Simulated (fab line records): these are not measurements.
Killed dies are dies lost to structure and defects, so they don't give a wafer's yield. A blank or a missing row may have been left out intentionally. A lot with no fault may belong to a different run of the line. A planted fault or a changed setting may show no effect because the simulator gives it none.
A lot that was struck, set against a sound lot ; flow n5-finfet ; 22 out of 1938 route steps
Sound: the wafers L708.2, L708.4, L708.5. Wafers struck: L719.1, L719.5, L719.6. The cause is given at the end.
Each step with rows lists, per side, the tool, then ch with its chambers, then its first start. Under that, the readings that differ: sound wafers ; struck wafers ; difference of the means ; sigmas: that difference in standard deviations of wafers without a fault.
alike: a reading whose means differ by less than 2 such deviations, as well as words and numbers matching on both sides. not compared: withheld readings; readings where some wafer has no value; bounds like >300 that might hide an equal value; numbers whose values overlap and for which the record gives no deviation.
The two part at a step that has a row with sigmas, a row that says differs or no value, or rows on one side only. Numbers that don't overlap but have no deviation are shown without sigmas and don't part them. A reading missing from all wafers of one side parts the sides only when that side holds two or more wafers.

first, 9 steps without rows for these wafers: N5_BEOL_M11_SOFTBAKE_06 (time 60 s); N5_BEOL_M11_EXPOSE_08 (exposes mask M11); N5_BEOL_M11_PEB_09 (peb time 60 s); N5_BEOL_M11_DEVELOP_10 (develop time 30 s); N5_BEOL_M11_DESCUM_16 (chemistry O2, time 7.9 s); N5_BEOL_M11_ETCH_61 (etches SiARC in CF4, target depth 39 nm, time 65 s); N5_BEOL_M11_ETCH_62 (etches SOC in N2/H2, target depth 110 nm, overetch 22 nm, time 165 s); N5_BEOL_M11_STRIP_68 (strips in N2/H2); N5_BEOL_M11_STRIP_67 (strips in CF4).
N5_BEOL_M11_HM_OPEN_17: chemistry Cl2/BCl3, target TiN, target depth 20 nm, overetch 6 nm.
  sound on rie-metal-03 ch 1, day 12 05:38; struck on rie-metal-03 ch 0,1, day 15 08:13
  alike: drypump-motor-current-A, oes-product-au, throttle-valve-pct
  not compared: rf-hours-counter-h
then, 9 steps without rows for these wafers: N5_BEOL_M11_STRIP_19 (strips in O2); N5_BEOL_M11_COAT_63 (time 60 s, resist thk 100 nm); N5_BEOL_M11_COAT_64 (time 60 s, resist thk 30 nm); N5_BEOL_M11_COAT_22 (resist thk 90 nm); N5_BEOL_M11_EBR_24; N5_BEOL_M11_SOFTBAKE_23 (time 60 s); N5_BEOL_M11_EXPOSE_25 (exposes mask V10); N5_BEOL_M11_PEB_26 (peb time 60 s); N5_BEOL_M11_DEVELOP_27 (develop time 30 s).
N5_BEOL_M11_INSPECT_30: inspects for defects (brightfield).
  struck on defect-inspect-02, day 15 11:41; sound on defect-inspect-02, day 12 07:11
reading;sound;struck;difference;sigmas
raw-defect-count;369 430 444;709 769 593;+276;+3
then, 1 step without rows for these wafers: N5_BEOL_M11_DESCUM_33 (chemistry O2, time 7.9 s).
-- a jump in the record: the struck wafers' starts before and after are 2 days apart (it breaks off in module BEOL_M11 and resumes in module PASSIVATION, where the first step shown is number 1936 of the route) --
N5_PASSIVATION_PROBE_49:
  rows exist in the record for the struck wafers here (prober-02, day 17 17:48), but not for the sound ones

== WHERE THEY PART ==
Earliest at N5_BEOL_M11_INSPECT_30; latest, in this record, at N5_PASSIVATION_PROBE_49.

WHY: the cause the simulator had injected
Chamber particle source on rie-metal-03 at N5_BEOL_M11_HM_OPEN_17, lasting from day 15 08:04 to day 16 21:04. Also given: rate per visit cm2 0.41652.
